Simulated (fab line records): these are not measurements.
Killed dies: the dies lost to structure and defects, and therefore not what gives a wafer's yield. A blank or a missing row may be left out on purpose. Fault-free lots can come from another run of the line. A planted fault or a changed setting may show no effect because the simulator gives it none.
Chamber matching -- flow n5-finfet -- N5_BEOL_M0_SAQP_DESCUM_19 on rie-diel-06 has 4 sister chambers
The step chemistry O2, time 7.9 s. 8 wafers are shown with their chamber, then 7 later ones without.

EACH WAFER AND ITS CHAMBER
wafer,chamber,throttle-valve-pct (%),drypump-motor-current-A (A)
L085.4,0,20.22,5.56
L086.4,2,20.91,5.30
L086.6,2,20.91,5.34
L089.1,1,20.54,5.62
L089.2,0,20.24,5.57
L089.6,3,20.28,5.87
L094.1,3,20.30,5.85
L094.3,1,20.55,5.65

WAFERS WITH NO CHAMBER GIVEN
wafer,throttle-valve-pct (%),drypump-motor-current-A (A)
L094.5,20.24,5.56
L095.4,20.28,5.56
L095.5,20.30,5.87
L095.6,20.55,5.60
L097.2,20.45,5.31
L097.3,20.31,5.89
L097.5,20.25,5.58

WHICH CHAMBER EACH ONE RAN IN
wafer,from the rows above,in truth
L094.5,0,0
L095.4,0,0
L095.5,3,3
L095.6,1,1
L097.2,1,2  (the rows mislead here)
L097.3,3,3
L097.5,0,0
Correct placement for 6 of the 7. From these rows, 0 cannot be placed. 1 placed wrongly.
How it was worked out, from the rows above alone: a wafer's distance from a chamber is the root of the sum, over the readings, of the square of ((its reading less the chamber's mean) divided by the reading's scatter). The wafer belongs to the nearest chamber; if the next one is less than 2 further off, it can't be placed. For every chamber, the mean is computed from those of its wafers that are shown. The scatter: the root of (the sum of the squares of (reading less its chamber's mean) over the shown wafers, divided by (wafers less chambers)).
